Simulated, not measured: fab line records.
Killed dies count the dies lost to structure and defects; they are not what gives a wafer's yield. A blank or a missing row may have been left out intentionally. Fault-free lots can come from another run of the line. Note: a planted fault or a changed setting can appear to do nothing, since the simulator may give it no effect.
Chamber matching | flow n5_finfet | rie_diel-05 running N5_MOL_CONTACT_COAG_ETCH_89: 4 sister chambers
The step etches underlayer in N2/H2, target depth 13 nm, time 10.4 s. 8 wafers are shown with their chamber, then 8 later ones without.

## EACH WAFER AND ITS CHAMBER
wafer  | chamber | throttle_valve_pct (%) | showerhead_plenum_p_Torr (Torr)
L075.4 | 3       | 17.7                   | 2.49
L081.2 | 0       | 17.8                   | 2.57
L081.4 | 1       | 17.4                   | 2.56
L081.6 | 1       | 17.4                   | 2.56
L084.3 | 2       | 18.3                   | 2.54
L084.5 | 0       | 17.8                   | 2.57
L084.6 | 3       | 17.7                   | 2.49
L088.2 | 2       | 18.4                   | 2.53

## WAFERS WITHOUT THEIR CHAMBER
wafer  | throttle_valve_pct (%) | showerhead_plenum_p_Torr (Torr)
L088.5 | 17.7                   | 2.48
L088.6 | 17.8                   | 2.56
L090.1 | 17.8                   | 2.56
L090.3 | 17.8                   | 2.48
L090.5 | 18.3                   | 2.53
L092.3 | 18.4                   | 2.53
L092.5 | 17.5                   | 2.55
L092.6 | 17.8                   | 2.56

## CHAMBER TAKEN BY EACH
wafer  | from the rows above | in truth
L088.5 | 3                   | 3
L088.6 | 0                   | 0
L090.1 | 0                   | 0
L090.3 | 3                   | 3
L090.5 | 2                   | 2
L092.3 | 2                   | 2
L092.5 | 1                   | 1
L092.6 | 0                   | 0
Placed correctly: 8 of 8. Not placeable from these rows: 0. Wrongly placed: 0.
How it was worked out, from the rows above alone: a wafer's distance from a chamber is the root of the sum, over the readings, of the square of ((its reading less the chamber's mean) divided by the reading's scatter). The wafer belongs to the nearest chamber; if the next one is less than 2 further off, it can't be placed. Each chamber's mean is taken over the wafers shown for it. The scatter: take each reading less its chamber's mean, square it, sum over the shown wafers, divide by the number of wafers less the number of chambers, and take the root.
